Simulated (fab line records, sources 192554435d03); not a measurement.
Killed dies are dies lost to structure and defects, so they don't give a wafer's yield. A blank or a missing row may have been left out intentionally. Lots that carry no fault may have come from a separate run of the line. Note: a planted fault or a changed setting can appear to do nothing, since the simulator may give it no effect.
fab line records / flow n5Finfet
[record] lots = 6 wafers = 16 lastDay = 19
route steps=1938 shown BEOL_M10@1474
lots untouched by any fault: they come from a run of this same line in which no faults occurred
startH: the number of hours between the record's first day and the start of the first shown wafer of the lot / waitH: hours since the lot's step before / " as in the row above / L1.1+2: several wafers, shown together as one row / - no value present, or no start provided / * or withheld: withheld / < > ~ a bound
route shown NAME@n: names a module that has steps shown in the file, with the first one's number in the route / usual: average and standard deviation across the fault-free wafers / same: alike in all rows / chamber/n: place in a boat / sites: the reading at each site / _std_site: standard deviation of those values / _edge_site: the outer-site mean with the inner-site mean subtracted / radiusMm: for every site, how far away it sits from the centre of the wafer / mask NAME#n: copy n / behind: the most recent tool/chamber to have shaped the wafer / hold: the reason the lot was held/the length of the hold in hours/how it ended / device: which transistor (n, p or np) failed to switch / end of line: tests run on the same wafers once the route is complete / step lacking rows: just its recipe / killed: count of dies lost to structure and defects at first sort (not the wafer's yield) / map: dies across one wafer; x = killed, . = not, _ = none there
set.NAME: the setting that was run; set.NAME@STEP: the one run at that earlier step / model.NAME: the simulator's own value behind a step, which no gauge read
certain route steps with their lots: each step a table, each wafer a row
services: a tool's chamber out of use, with start hour (startH, from the record's first day; less than 0 if before it), hours out, and reason
[[steps]]
[step N5_BEOL_M10_HM_DEP_02]
[recipe] material = TiN targetThkA = 200 tempC = 25 chamberPressurePa = 0.49996
[usual] chamberPressurePa = 0.4999/0.001 throttleValvePct = 29.8/0.96
lot.wafer=L559.1 tool=pvdSputter-03 chamber=- startH=282.07 waitH=1.3 chamberPressurePa=0.5007 throttleValvePct=31.4
lot.wafer=L559.2 tool=pvdSputter-03 chamber=- startH=282.07 waitH=1.3 chamberPressurePa=0.4977 throttleValvePct=30.1
lot.wafer=L559.5 tool=pvdSputter-03 chamber=- startH=282.07 waitH=1.3 chamberPressurePa=0.4977 throttleValvePct=30.1
lot.wafer=L563.3 tool=pvdSputter-02 chamber=- startH=304.31 waitH=1.8 chamberPressurePa=0.4982 throttleValvePct=29.5
lot.wafer=L563.4 tool=pvdSputter-02 chamber=- startH=304.31 waitH=1.8 chamberPressurePa=0.4979 throttleValvePct=28.4
lot.wafer=L563.5 tool=pvdSputter-02 chamber=- startH=304.31 waitH=1.8 chamberPressurePa=0.5004 throttleValvePct=29.8
lot.wafer=L567.1 tool=pvdSputter-02 chamber=- startH=340.54 waitH=0.3 chamberPressurePa=0.5001 throttleValvePct=29.5
lot.wafer=L567.2 tool=pvdSputter-02 chamber=- startH=340.54 waitH=0.3 chamberPressurePa=0.4983 throttleValvePct=29.3
lot.wafer=L569.2 tool=pvdSputter-01 chamber=- startH=357.71 waitH=0.7 chamberPressurePa=0.5004 throttleValvePct=29.8
lot.wafer=L569.3 tool=pvdSputter-01 chamber=- startH=357.71 waitH=0.7 chamberPressurePa=0.4988 throttleValvePct=28.7
lot.wafer=L574.1 tool=pvdSputter-01 chamber=- startH=363.65 waitH=0.1 chamberPressurePa=0.5004 throttleValvePct=30.1
lot.wafer=L574.4 tool=pvdSputter-01 chamber=- startH=363.65 waitH=0.1 chamberPressurePa=0.5015 throttleValvePct=28.7
lot.wafer=L574.5 tool=pvdSputter-01 chamber=- startH=363.65 waitH=0.1 chamberPressurePa=0.5014 throttleValvePct=29.8
lot.wafer=L576.3 tool=pvdSputter-02 chamber=- startH=401.94 waitH=1.8 chamberPressurePa=0.5001 throttleValvePct=29.3
lot.wafer=L576.5 tool=pvdSputter-02 chamber=- startH=401.94 waitH=1.8 chamberPressurePa=0.4992 throttleValvePct=29.6
lot.wafer=L576.6 tool=pvdSputter-02 chamber=- startH=401.94 waitH=1.8 chamberPressurePa=0.4988 throttleValvePct=29.9
[step N5_BEOL_M10_COAT_59]
[recipe] resist = SOC tempC = 250 timeS = 60 spinRpm = 1500 resistThkNm = 100
[step N5_BEOL_M10_COAT_60]
[recipe] resist = SiARC tempC = 220 timeS = 60 spinRpm = 1500 resistThkNm = 30
[step N5_BEOL_M10_COAT_05]
[recipe] resist = CAR-ArF spinRpm = 1500 resistThkNm = 90
[step N5_BEOL_M10_EBR_07]
[recipe] solvent = PGMEA ebrWidthMm = 1.5
[step N5_BEOL_M10_SOFTBAKE_06]
[recipe] tempC = 110 timeS = 60 resist = CAR-ArF
[step N5_BEOL_M10_EXPOSE_08]
[recipe] maskId = M10 na = 1.35 sourceShape = dipole sigmaInner = 0.411 sigmaOuter = 0.611 polarization = te doseMj = 53.75
[step N5_BEOL_M10_PEB_09]
[recipe] pebTempC = withheld pebTimeS = 60 resist = CAR-ArF
[step N5_BEOL_M10_DEVELOP_10]
[recipe] developTimeS = 30 developer = TMAH resist = CAR-ArF rinseLiquid = diw dry = airSpin devTempC = 23
[step N5_BEOL_M10_CD_MEAS_11]
[recipe] targetCdNm = 64.1 landingEnergyEv = 500 detector = seInlens polarity = opening
[usual] cdNm = 64.1/0.54
[same] landingEnergyEv = 500
lot.wafer=L559.1 tool=cdSem-02 chamber=0 startH=282.44 waitH=- cdNm=63.6
lot.wafer=L559.2 tool=cdSem-02 chamber=0 startH=282.44 waitH=- cdNm=63.6
lot.wafer=L559.5 tool=cdSem-02 chamber=0 startH=282.44 waitH=- cdNm=64.0
lot.wafer=L563.3 tool=cdSem-02 chamber=0 startH=304.80 waitH=- cdNm=64.0
lot.wafer=L563.4 tool=cdSem-02 chamber=0 startH=304.80 waitH=- cdNm=63.7
lot.wafer=L563.5 tool=cdSem-02 chamber=0 startH=304.80 waitH=- cdNm=63.8
lot.wafer=L567.1 tool=cdSem-03 chamber=0 startH=341.03 waitH=- cdNm=64.6
lot.wafer=L567.2 tool=cdSem-03 chamber=0 startH=341.03 waitH=- cdNm=64.0
lot.wafer=L569.2 tool=cdSem-03 chamber=0 startH=358.21 waitH=- cdNm=65.5
lot.wafer=L569.3 tool=cdSem-03 chamber=0 startH=358.21 waitH=- cdNm=64.7
lot.wafer=L574.1 tool=cdSem-01 chamber=0 startH=364.15 waitH=- cdNm=63.5
lot.wafer=L574.4 tool=cdSem-01 chamber=0 startH=364.15 waitH=- cdNm=63.9
lot.wafer=L574.5 tool=cdSem-01 chamber=0 startH=364.15 waitH=- cdNm=63.7
lot.wafer=L576.3 tool=cdSem-01 chamber=0 startH=402.31 waitH=- cdNm=63.6
lot.wafer=L576.5 tool=cdSem-01 chamber=0 startH=402.31 waitH=- cdNm=63.8
lot.wafer=L576.6 tool=cdSem-01 chamber=0 startH=402.31 waitH=- cdNm=63.8
[step N5_BEOL_M10_OVL_MEAS_12]
[recipe] pointsPerWafer = 44
[usual] M10_OVL = -0.3/0.83
lot.wafer=L559.1 tool=overlay-02 chamber=0 startH=282.47 waitH=0.0 M10_OVL[nm]=0.3
lot.wafer=L559.2 tool=overlay-02 chamber=0 startH=282.47 waitH=0.0 M10_OVL[nm]=0.4
lot.wafer=L559.5 tool=overlay-02 chamber=0 startH=282.47 waitH=0.0 M10_OVL[nm]=0.3
lot.wafer=L563.3 tool=overlay-01 chamber=0 startH=304.83 waitH=0.0 M10_OVL[nm]=-0.9
lot.wafer=L563.4 tool=overlay-01 chamber=0 startH=304.83 waitH=0.0 M10_OVL[nm]=-0.7
lot.wafer=L563.5 tool=overlay-01 chamber=0 startH=304.83 waitH=0.0 M10_OVL[nm]=-0.3
lot.wafer=L567.1 tool=overlay-01 chamber=0 startH=341.06 waitH=0.0 M10_OVL[nm]=-0.6
lot.wafer=L567.2 tool=overlay-01 chamber=0 startH=341.06 waitH=0.0 M10_OVL[nm]=-0.6
lot.wafer=L569.2 tool=overlay-01 chamber=0 startH=358.24 waitH=0.0 M10_OVL[nm]=-1.3
lot.wafer=L569.3 tool=overlay-01 chamber=0 startH=358.24 waitH=0.0 M10_OVL[nm]=0.5
lot.wafer=L574.1 tool=overlay-02 chamber=0 startH=364.18 waitH=0.0 M10_OVL[nm]=-2.1
lot.wafer=L574.4 tool=overlay-02 chamber=0 startH=364.18 waitH=0.0 M10_OVL[nm]=-0.9
lot.wafer=L574.5 tool=overlay-02 chamber=0 startH=364.18 waitH=0.0 M10_OVL[nm]=0.0
lot.wafer=L576.3 tool=overlay-01 chamber=0 startH=402.34 waitH=0.0 M10_OVL[nm]=-0.3
lot.wafer=L576.5 tool=overlay-01 chamber=0 startH=402.34 waitH=0.0 M10_OVL[nm]=-0.2
lot.wafer=L576.6 tool=overlay-01 chamber=0 startH=402.34 waitH=0.0 M10_OVL[nm]=-1.0
[step N5_BEOL_M10_INSPECT_13]
[recipe] mode = adi inspectInstrument = brightfield
[usual] rawDefectCount = 430/110
lot.wafer=L559.1 tool=defectInspect-01 chamber=- startH=282.49 waitH=0.0 rawDefectCount=368
lot.wafer=L559.2 tool=defectInspect-01 chamber=- startH=282.49 waitH=0.0 rawDefectCount=325
lot.wafer=L559.5 tool=defectInspect-01 chamber=- startH=282.49 waitH=0.0 rawDefectCount=266
lot.wafer=L563.3 tool=defectInspect-02 chamber=- startH=304.86 waitH=0.0 rawDefectCount=485
lot.wafer=L563.4 tool=defectInspect-02 chamber=- startH=304.86 waitH=0.0 rawDefectCount=356
lot.wafer=L563.5 tool=defectInspect-02 chamber=- startH=304.86 waitH=0.0 rawDefectCount=511
lot.wafer=L567.1 tool=defectInspect-02 chamber=- startH=341.09 waitH=0.0 rawDefectCount=528
lot.wafer=L567.2 tool=defectInspect-02 chamber=- startH=341.09 waitH=0.0 rawDefectCount=514
lot.wafer=L569.2 tool=defectInspect-01 chamber=- startH=358.26 waitH=0.0 rawDefectCount=333
lot.wafer=L569.3 tool=defectInspect-01 chamber=- startH=358.26 waitH=0.0 rawDefectCount=499
lot.wafer=L574.1 tool=defectInspect-02 chamber=- startH=364.20 waitH=0.0 rawDefectCount=412
lot.wafer=L574.4 tool=defectInspect-02 chamber=- startH=364.20 waitH=0.0 rawDefectCount=537
lot.wafer=L574.5 tool=defectInspect-02 chamber=- startH=364.20 waitH=0.0 rawDefectCount=540
lot.wafer=L576.3 tool=defectInspect-02 chamber=- startH=402.37 waitH=0.0 rawDefectCount=406
lot.wafer=L576.5 tool=defectInspect-02 chamber=- startH=402.37 waitH=0.0 rawDefectCount=635
lot.wafer=L576.6 tool=defectInspect-02 chamber=- startH=402.37 waitH=0.0 rawDefectCount=367
[step N5_BEOL_M10_DESCUM_16]
[recipe] chemistry = O2 timeS = 7.9 sourcePowerW = 50 biasPowerW = 20 pressureMtorr = 20 rfFrequencyHz = 2.712e+07 tempC = 40 resist = CAR-ArF o2FlowSccm = 225
[usual] drypumpMotorCurrentA = 5.8/0.53 oesProductAu = 0.81/0.11 rfVppV = 243.6/1.4 showerheadPlenumPTorr = 2.12/0.076 tempC = 40.00/0.1 throttleValvePct = 20.4/0.31
lot.wafer=L559.1 tool=rieDiel-03 chamber=2 startH=282.53 waitH=0.0 drypumpMotorCurrentA=5.6 oesProductAu=0.71 rfHoursCounterH=215 rfVppV=241.6 showerheadPlenumPTorr=1.98 tempC=40.02 throttleValvePct=20.4 model.CAR-ArF_of_BEOL_M10_COAT_05.thkNm=83.2
lot.wafer=L559.2 tool=rieDiel-03 chamber=3 startH=282.53 waitH=0.0 drypumpMotorCurrentA=6.1 oesProductAu=1.00 rfHoursCounterH=4 rfVppV=246.4 showerheadPlenumPTorr=2.23 tempC=40.02 throttleValvePct=20.0 model.CAR-ArF_of_BEOL_M10_COAT_05.thkNm=83.6
lot.wafer=L559.5 tool=rieDiel-03 chamber=2 startH=282.53 waitH=0.0 drypumpMotorCurrentA=5.6 oesProductAu=0.70 rfHoursCounterH=- rfVppV=241.5 showerheadPlenumPTorr=1.98 tempC=39.98 throttleValvePct=20.4 model.CAR-ArF_of_BEOL_M10_COAT_05.thkNm=83.6
lot.wafer=L563.3 tool=rieDiel-02 chamber=3 startH=304.89 waitH=0.0 drypumpMotorCurrentA=6.4 oesProductAu=0.69 rfHoursCounterH=228 rfVppV=241.6 showerheadPlenumPTorr=1.98 tempC=40.06 throttleValvePct=20.2 model.CAR-ArF_of_BEOL_M10_COAT_05.thkNm=83.4
lot.wafer=L563.4 tool=rieDiel-02 chamber=1 startH=304.89 waitH=0.0 drypumpMotorCurrentA=5.5 oesProductAu=0.96 rfHoursCounterH=4 rfVppV=242.9 showerheadPlenumPTorr=2.07 tempC=39.98 throttleValvePct=20.6 model.CAR-ArF_of_BEOL_M10_COAT_05.thkNm=83.4
lot.wafer=L563.5 tool=rieDiel-02 chamber=0 startH=304.89 waitH=0.0 drypumpMotorCurrentA=6.1 oesProductAu=0.85 rfHoursCounterH=- rfVppV=244.3 showerheadPlenumPTorr=2.22 tempC=39.97 throttleValvePct=20.0 model.CAR-ArF_of_BEOL_M10_COAT_05.thkNm=83.8
lot.wafer=L567.1 tool=rieDiel-03 chamber=3 startH=341.12 waitH=0.0 drypumpMotorCurrentA=6.1 oesProductAu=0.94 rfHoursCounterH=24 rfVppV=246.3 showerheadPlenumPTorr=2.23 tempC=40.10 throttleValvePct=20.1 model.CAR-ArF_of_BEOL_M10_COAT_05.thkNm=82.6
lot.wafer=L567.2 tool=rieDiel-03 chamber=1 startH=341.12 waitH=0.0 drypumpMotorCurrentA=5.9 oesProductAu=0.73 rfHoursCounterH=219 rfVppV=243.4 showerheadPlenumPTorr=2.17 tempC=39.89 throttleValvePct=21.1 model.CAR-ArF_of_BEOL_M10_COAT_05.thkNm=83.2
lot.wafer=L569.2 tool=rieDiel-03 chamber=1 startH=358.43 waitH=0.2 drypumpMotorCurrentA=5.9 oesProductAu=0.72 rfHoursCounterH=225 rfVppV=246.0 showerheadPlenumPTorr=2.17 tempC=39.89 throttleValvePct=21.1 model.CAR-ArF_of_BEOL_M10_COAT_05.thkNm=83.2
lot.wafer=L569.3 tool=rieDiel-03 chamber=3 startH=358.43 waitH=0.2 drypumpMotorCurrentA=6.1 oesProductAu=0.92 rfHoursCounterH=29 rfVppV=244.5 showerheadPlenumPTorr=2.23 tempC=39.83 throttleValvePct=20.1 model.CAR-ArF_of_BEOL_M10_COAT_05.thkNm=82.6
lot.wafer=L574.1 tool=rieDiel-06 chamber=2 startH=364.24 waitH=0.0 drypumpMotorCurrentA=6.1 oesProductAu=0.91 rfHoursCounterH=22 rfVppV=244.2 showerheadPlenumPTorr=2.15 tempC=39.98 throttleValvePct=20.4 model.CAR-ArF_of_BEOL_M10_COAT_05.thkNm=83.4
lot.wafer=L574.4 tool=rieDiel-06 chamber=2 startH=364.24 waitH=0.0 drypumpMotorCurrentA=6.2 oesProductAu=0.91 rfHoursCounterH=- rfVppV=243.9 showerheadPlenumPTorr=2.15 tempC=40.15 throttleValvePct=20.4 model.CAR-ArF_of_BEOL_M10_COAT_05.thkNm=83.2
lot.wafer=L574.5 tool=rieDiel-06 chamber=1 startH=364.24 waitH=0.0 drypumpMotorCurrentA=5.2 oesProductAu=0.98 rfHoursCounterH=- rfVppV=243.7 showerheadPlenumPTorr=2.17 tempC=40.19 throttleValvePct=20.4 model.CAR-ArF_of_BEOL_M10_COAT_05.thkNm=83.6
lot.wafer=L576.3 tool=rieDiel-06 chamber=3 startH=402.60 waitH=0.2 drypumpMotorCurrentA=6.8 oesProductAu=0.87 rfHoursCounterH=49 rfVppV=244.1 showerheadPlenumPTorr=2.11 tempC=40.14 throttleValvePct=20.0 model.CAR-ArF_of_BEOL_M10_COAT_05.thkNm=83.6
lot.wafer=L576.5 tool=rieDiel-06 chamber=3 startH=402.60 waitH=0.2 drypumpMotorCurrentA=6.8 oesProductAu=0.86 rfHoursCounterH=- rfVppV=243.2 showerheadPlenumPTorr=2.11 tempC=40.14 throttleValvePct=20.0 model.CAR-ArF_of_BEOL_M10_COAT_05.thkNm=83.4
lot.wafer=L576.6 tool=rieDiel-06 chamber=2 startH=402.60 waitH=0.2 drypumpMotorCurrentA=6.2 oesProductAu=0.88 rfHoursCounterH=- rfVppV=243.6 showerheadPlenumPTorr=2.15 tempC=40.01 throttleValvePct=20.4 model.CAR-ArF_of_BEOL_M10_COAT_05.thkNm=83.4
[step N5_BEOL_M10_ETCH_61]
[recipe] chemistry = CF4 target = SiARC targetDepthA = 390 maskMaterial = CAR-ArF timeS = 65 ionEnergyEv = 80 pressureMtorr = 40 sourceW = 545 biasW = 36 Ar_flow_sccm = 100 cf4FlowSccm = 100 ends = cleared
[usual] drypumpMotorCurrentA = 5.8/0.52 etchRfOnTimeS = 64.2/1.4 oesProductAu = 0.69/0.09 rfVppV = 184.4/1.2 showerheadPlenumPTorr = 2.17/0.068 throttleValvePct = 15.5/0.3
lot.wafer=L559.1 tool=rieDiel-03 chamber=2 startH=282.56 waitH=0.0 drypumpMotorCurrentA=5.7 etchRfOnTimeS=66.2 oesProductAu=0.59 rfHoursCounterH=215 rfVppV=182.8 showerheadPlenumPTorr=2.04 throttleValvePct=15.7 model.CAR-ArF_of_BEOL_M10_COAT_05.thkNm=55.4
lot.wafer=L559.2 tool=rieDiel-03 chamber=3 startH=282.56 waitH=0.0 drypumpMotorCurrentA=6.1 etchRfOnTimeS=64.5 oesProductAu=0.84 rfHoursCounterH=4 rfVppV=185.5 showerheadPlenumPTorr=2.27 throttleValvePct=15.1 model.CAR-ArF_of_BEOL_M10_COAT_05.thkNm=55.6
lot.wafer=L559.5 tool=rieDiel-03 chamber=2 startH=282.56 waitH=0.0 drypumpMotorCurrentA=5.7 etchRfOnTimeS=65.7 oesProductAu=0.60 rfHoursCounterH=- rfVppV=183.7 showerheadPlenumPTorr=2.04 throttleValvePct=15.7 model.CAR-ArF_of_BEOL_M10_COAT_05.thkNm=55.6
lot.wafer=L563.3 tool=rieDiel-02 chamber=3 startH=304.92 waitH=0.0 drypumpMotorCurrentA=6.3 etchRfOnTimeS=64.6 oesProductAu=0.59 rfHoursCounterH=228 rfVppV=182.4 showerheadPlenumPTorr=2.03 throttleValvePct=15.5 model.CAR-ArF_of_BEOL_M10_COAT_05.thkNm=55.8
lot.wafer=L563.4 tool=rieDiel-02 chamber=1 startH=304.92 waitH=0.0 drypumpMotorCurrentA=5.5 etchRfOnTimeS=64.9 oesProductAu=0.81 rfHoursCounterH=4 rfVppV=182.7 showerheadPlenumPTorr=2.10 throttleValvePct=15.6 model.CAR-ArF_of_BEOL_M10_COAT_05.thkNm=55.4
lot.wafer=L563.5 tool=rieDiel-02 chamber=0 startH=304.92 waitH=0.0 drypumpMotorCurrentA=6.1 etchRfOnTimeS=62.7 oesProductAu=0.74 rfHoursCounterH=- rfVppV=184.8 showerheadPlenumPTorr=2.26 throttleValvePct=15.0 model.CAR-ArF_of_BEOL_M10_COAT_05.thkNm=55.8
lot.wafer=L567.1 tool=rieDiel-03 chamber=3 startH=341.16 waitH=0.0 drypumpMotorCurrentA=6.1 etchRfOnTimeS=64.3 oesProductAu=0.79 rfHoursCounterH=24 rfVppV=186.5 showerheadPlenumPTorr=2.26 throttleValvePct=15.2 model.CAR-ArF_of_BEOL_M10_COAT_05.thkNm=54.8
lot.wafer=L567.2 tool=rieDiel-03 chamber=1 startH=341.16 waitH=0.0 drypumpMotorCurrentA=5.9 etchRfOnTimeS=62.5 oesProductAu=0.63 rfHoursCounterH=219 rfVppV=185.4 showerheadPlenumPTorr=2.20 throttleValvePct=16.1 model.CAR-ArF_of_BEOL_M10_COAT_05.thkNm=55.2
lot.wafer=L569.2 tool=rieDiel-03 chamber=1 startH=358.47 waitH=0.0 drypumpMotorCurrentA=5.9 etchRfOnTimeS=62.9 oesProductAu=0.63 rfHoursCounterH=225 rfVppV=184.1 showerheadPlenumPTorr=2.20 throttleValvePct=16.2 model.CAR-ArF_of_BEOL_M10_COAT_05.thkNm=55.4
lot.wafer=L569.3 tool=rieDiel-03 chamber=3 startH=358.47 waitH=0.0 drypumpMotorCurrentA=6.1 etchRfOnTimeS=65.0 oesProductAu=0.78 rfHoursCounterH=29 rfVppV=186.7 showerheadPlenumPTorr=2.26 throttleValvePct=15.2 model.CAR-ArF_of_BEOL_M10_COAT_05.thkNm=54.6
lot.wafer=L574.1 tool=rieDiel-06 chamber=2 startH=364.27 waitH=0.0 drypumpMotorCurrentA=6.2 etchRfOnTimeS=63.2 oesProductAu=0.77 rfHoursCounterH=22 rfVppV=183.4 showerheadPlenumPTorr=2.17 throttleValvePct=15.3 model.CAR-ArF_of_BEOL_M10_COAT_05.thkNm=55.4
lot.wafer=L574.4 tool=rieDiel-06 chamber=2 startH=364.27 waitH=0.0 drypumpMotorCurrentA=6.2 etchRfOnTimeS=63.8 oesProductAu=0.77 rfHoursCounterH=- rfVppV=183.7 showerheadPlenumPTorr=2.17 throttleValvePct=15.3 model.CAR-ArF_of_BEOL_M10_COAT_05.thkNm=55.4
lot.wafer=L574.5 tool=rieDiel-06 chamber=1 startH=364.27 waitH=0.0 drypumpMotorCurrentA=5.2 etchRfOnTimeS=62.6 oesProductAu=0.84 rfHoursCounterH=- rfVppV=183.5 showerheadPlenumPTorr=2.20 throttleValvePct=15.4 model.CAR-ArF_of_BEOL_M10_COAT_05.thkNm=55.8
lot.wafer=L576.3 tool=rieDiel-06 chamber=3 startH=402.64 waitH=0.0 drypumpMotorCurrentA=6.8 etchRfOnTimeS=64.7 oesProductAu=0.73 rfHoursCounterH=49 rfVppV=183.6 showerheadPlenumPTorr=2.19 throttleValvePct=15.4 model.CAR-ArF_of_BEOL_M10_COAT_05.thkNm=55.6
lot.wafer=L576.5 tool=rieDiel-06 chamber=3 startH=402.64 waitH=0.0 drypumpMotorCurrentA=6.8 etchRfOnTimeS=65.4 oesProductAu=0.73 rfHoursCounterH=- rfVppV=186.3 showerheadPlenumPTorr=2.19 throttleValvePct=15.4 model.CAR-ArF_of_BEOL_M10_COAT_05.thkNm=55.6
lot.wafer=L576.6 tool=rieDiel-06 chamber=2 startH=402.64 waitH=0.0 drypumpMotorCurrentA=6.2 etchRfOnTimeS=63.6 oesProductAu=0.74 rfHoursCounterH=- rfVppV=184.7 showerheadPlenumPTorr=2.16 throttleValvePct=15.3 model.CAR-ArF_of_BEOL_M10_COAT_05.thkNm=55.4
[step N5_BEOL_M10_ETCH_62]
[recipe] chemistry = N2/H2 target = SOC targetDepthA = 1100 overetchA = 220 maskMaterial = SiARC tempC = 40 timeS = 165 ionEnergyEv = 200 pressureMtorr = 30 sourceW = 840 biasW = 150 n2FlowSccm = 200 h2FlowSccm = 200
[usual] drypumpMotorCurrentA = 5.8/0.52 oesProductAu = 0.68/0.086 rfVppV = 524.8/2.5 showerheadPlenumPTorr = 2.57/0.088 tempC = 40.01/0.11 throttleValvePct = 17.8/0.35
lot.wafer=L559.1 tool=rieDiel-03 chamber=2 startH=282.61 waitH=0.0 drypumpMotorCurrentA=5.6 oesProductAu=0.59 rfHoursCounterH=215 rfVppV=520.8 showerheadPlenumPTorr=2.41 tempC=39.93 throttleValvePct=17.9
lot.wafer=L559.2 tool=rieDiel-03 chamber=3 startH=282.61 waitH=0.0 drypumpMotorCurrentA=6.1 oesProductAu=0.84 rfHoursCounterH=4 rfVppV=527.3 showerheadPlenumPTorr=2.71 tempC=39.90 throttleValvePct=17.3
lot.wafer=L559.5 tool=rieDiel-03 chamber=2 startH=282.61 waitH=0.0 drypumpMotorCurrentA=5.7 oesProductAu=0.59 rfHoursCounterH=- rfVppV=520.2 showerheadPlenumPTorr=2.41 tempC=39.93 throttleValvePct=17.9
lot.wafer=L563.3 tool=rieDiel-02 chamber=3 startH=304.97 waitH=0.0 drypumpMotorCurrentA=6.4 oesProductAu=0.59 rfHoursCounterH=228 rfVppV=520.9 showerheadPlenumPTorr=2.42 tempC=39.93 throttleValvePct=17.7
lot.wafer=L563.4 tool=rieDiel-02 chamber=1 startH=304.97 waitH=0.0 drypumpMotorCurrentA=5.5 oesProductAu=0.81 rfHoursCounterH=4 rfVppV=522.5 showerheadPlenumPTorr=2.51 tempC=39.89 throttleValvePct=18.0
lot.wafer=L563.5 tool=rieDiel-02 chamber=0 startH=304.97 waitH=0.0 drypumpMotorCurrentA=6.1 oesProductAu=0.72 rfHoursCounterH=- rfVppV=528.2 showerheadPlenumPTorr=2.69 tempC=39.89 throttleValvePct=17.2
lot.wafer=L567.1 tool=rieDiel-03 chamber=3 startH=341.21 waitH=0.0 drypumpMotorCurrentA=6.1 oesProductAu=0.78 rfHoursCounterH=24 rfVppV=529.1 showerheadPlenumPTorr=2.70 tempC=39.97 throttleValvePct=17.4
lot.wafer=L567.2 tool=rieDiel-03 chamber=1 startH=341.21 waitH=0.0 drypumpMotorCurrentA=5.9 oesProductAu=0.61 rfHoursCounterH=219 rfVppV=527.4 showerheadPlenumPTorr=2.62 tempC=40.06 throttleValvePct=18.5
lot.wafer=L569.2 tool=rieDiel-03 chamber=1 startH=358.52 waitH=0.0 drypumpMotorCurrentA=5.9 oesProductAu=0.62 rfHoursCounterH=225 rfVppV=525.1 showerheadPlenumPTorr=2.62 tempC=40.01 throttleValvePct=18.5
lot.wafer=L569.3 tool=rieDiel-03 chamber=3 startH=358.52 waitH=0.0 drypumpMotorCurrentA=6.1 oesProductAu=0.78 rfHoursCounterH=29 rfVppV=526.6 showerheadPlenumPTorr=2.70 tempC=40.21 throttleValvePct=17.4
lot.wafer=L574.1 tool=rieDiel-06 chamber=2 startH=364.32 waitH=0.0 drypumpMotorCurrentA=6.2 oesProductAu=0.75 rfHoursCounterH=22 rfVppV=524.4 showerheadPlenumPTorr=2.60 tempC=39.97 throttleValvePct=17.8
lot.wafer=L574.4 tool=rieDiel-06 chamber=2 startH=364.32 waitH=0.0 drypumpMotorCurrentA=6.2 oesProductAu=0.75 rfHoursCounterH=- rfVppV=525.3 showerheadPlenumPTorr=2.60 tempC=40.05 throttleValvePct=17.7
lot.wafer=L574.5 tool=rieDiel-06 chamber=1 startH=364.32 waitH=0.0 drypumpMotorCurrentA=5.2 oesProductAu=0.82 rfHoursCounterH=- rfVppV=524.3 showerheadPlenumPTorr=2.60 tempC=39.90 throttleValvePct=17.5
lot.wafer=L576.3 tool=rieDiel-06 chamber=3 startH=402.69 waitH=0.0 drypumpMotorCurrentA=6.8 oesProductAu=0.73 rfHoursCounterH=49 rfVppV=524.6 showerheadPlenumPTorr=2.59 tempC=40.06 throttleValvePct=17.6
lot.wafer=L576.5 tool=rieDiel-06 chamber=3 startH=402.69 waitH=0.0 drypumpMotorCurrentA=6.8 oesProductAu=0.73 rfHoursCounterH=- rfVppV=525.2 showerheadPlenumPTorr=2.59 tempC=40.14 throttleValvePct=17.6
lot.wafer=L576.6 tool=rieDiel-06 chamber=2 startH=402.69 waitH=0.0 drypumpMotorCurrentA=6.2 oesProductAu=0.73 rfHoursCounterH=- rfVppV=525.3 showerheadPlenumPTorr=2.59 tempC=40.05 throttleValvePct=17.8
[[services]]
tool=rieDiel-06 chamber=3 startH=268.66 hours=- kind=clean
tool=rieDiel-06 chamber=3 startH=268.66 hours=- kind=consumableReplace:focusRing
tool=rieDiel-06 chamber=3 startH=268.66 hours=20.6 kind=scheduledDown
tool=rieDiel-06 chamber=3 startH=268.66 hours=20.6 kind=ventCycle
tool=rieDiel-06 chamber=2 startH=289.23 hours=- kind=clean
tool=rieDiel-06 chamber=2 startH=289.23 hours=- kind=consumableReplace:focusRing
tool=rieDiel-06 chamber=2 startH=289.23 hours=18.8 kind=scheduledDown
tool=rieDiel-06 chamber=2 startH=289.23 hours=18.8 kind=ventCycle
tool=rieDiel-02 chamber=- startH=336.28 hours=0.6 kind=repair
tool=rieDiel-06 chamber=1 startH=337.72 hours=- kind=clean
tool=rieDiel-06 chamber=1 startH=337.72 hours=- kind=consumableReplace:focusRing
tool=rieDiel-06 chamber=1 startH=337.72 hours=25.3 kind=scheduledDown
tool=rieDiel-06 chamber=1 startH=337.72 hours=25.3 kind=ventCycle
tool=rieDiel-06 chamber=0 startH=363.10 hours=- kind=clean
tool=rieDiel-06 chamber=0 startH=363.10 hours=- kind=consumableReplace:focusRing
tool=rieDiel-06 chamber=0 startH=363.10 hours=26.1 kind=scheduledDown
tool=rieDiel-06 chamber=- startH=367.66 hours=0.3 kind=repair
tool=pvdSputter-01 chamber=- startH=376.86 hours=2.8 kind=repair
tool=rieDiel-06 chamber=0 startH=391.80 hours=48.8 kind=repair
tool=rieDiel-03 chamber=2 startH=392.46 hours=- kind=clean
tool=rieDiel-03 chamber=2 startH=392.46 hours=- kind=consumableReplace:focusRing
tool=rieDiel-03 chamber=2 startH=392.46 hours=- kind=consumableReplace:showerhead
tool=rieDiel-03 chamber=2 startH=392.46 hours=18.3 kind=scheduledDown
tool=rieDiel-03 chamber=2 startH=392.46 hours=18.3 kind=ventCycle
[[key]]
firstSign none at tools or gauges
[modelEffect] step = N5_BEOL_M10_DESCUM_16 value = CAR-ArF_of_BEOL_M10_COAT_05.thkNm without = 83.2 struck = 82.6
[modelEffect] step = N5_BEOL_M10_ETCH_61 value = CAR-ArF_of_BEOL_M10_COAT_05.thkNm without = 55.4 struck = 54.7
metAt N5_BEOL_M10_DESCUM_16
struckWafers L567.1,L569.3
onsetBetween 282.53 341.12
[fault] kind = processParameterDrift tool = rieDiel-03 chamber = - onsetH = 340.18 steps = N5_BEOL_M10_DESCUM_16 channel = timeS offset = * shape = step endH = 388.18 scope = struckWafersOnly actsIn = * stated = *
